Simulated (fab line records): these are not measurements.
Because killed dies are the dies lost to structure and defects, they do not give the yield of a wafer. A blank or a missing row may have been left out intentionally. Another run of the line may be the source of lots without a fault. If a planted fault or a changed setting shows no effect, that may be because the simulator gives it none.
Which tool was responsible?    flow n5 finfet    10 lots, 30 wafers sampled, at 2 steps of a route of 1938

WHAT THE GAUGES SHOWED, per wafer
N5_BEOL_M11_OVL_MEAS_12.
lot   measured      on          M11_OVL (nm)
L076  day 11 15:07  overlay-02  -0.9 0.7 0.8
L078  day 12 00:31  overlay-01  0.9 1.2 1.4
L079  day 12 16:47  overlay-01  1.8 0.9 1.8
L081  day 12 22:46  overlay-01  -1.2 0.3 0.0
L084  day 13 12:17  overlay-02  0.0 0.0 2.0
L088  day 13 19:26  overlay-02  -0.4 0.0 -0.6
L089  day 14 09:19  overlay-02  0.6 0.1 -0.5
L093  day 15 12:22  overlay-01  0.9 -0.3 0.4
L094  day 15 21:11  overlay-01  -0.7 0.3 -0.4
L096  day 17 05:30  overlay-02  0.1 1.0 1.3

TOOL THAT RAN EACH LOT (tool first, then ch and the chambers of the sampled wafers, then the start)
lot   N5_BEOL_M11_CURE_71
L076  uv cure-03 ch 1, day 11 12:30
L078  uv cure-03 ch 2, day 11 21:56
L079  uv cure-01 ch 1, day 12 14:47
L081  uv cure-03 ch 1, day 12 21:11
L084  uv cure-02 ch 2, day 13 09:25
L088  uv cure-03 ch 2, day 13 17:29
L089  uv cure-02 ch 0, day 14 08:10
L093  uv cure-01 ch 1, day 15 08:37
L094  uv cure-02 ch 1, day 15 18:28
L096  uv cure-03 ch 0, day 17 03:03
- N5_BEOL_M11_CURE_71: cures SiCOH lowk, time 240 s.

THE ANSWER, worked out from the rows above alone
Rule: the lots themselves supply what counts as usual. The widest of any qualifying gaps counts: lots, ordered by their means at a reading, are off when they make up no more than a third of the lots, leave a main group of 4 or more, and stand apart from it by 3 or more times the standard deviation of that group's means. A main group is skipped when, at the precision printed for the reading in the tables above, its means are all equal. A lot without any number at a reading at which 4 lots or more have one is off too. All remaining lots with rows at the step are treated as sound.
None of the lots is off at any reading shown; this tells nothing.

WHAT THE SIMULATOR HAD PUT IN
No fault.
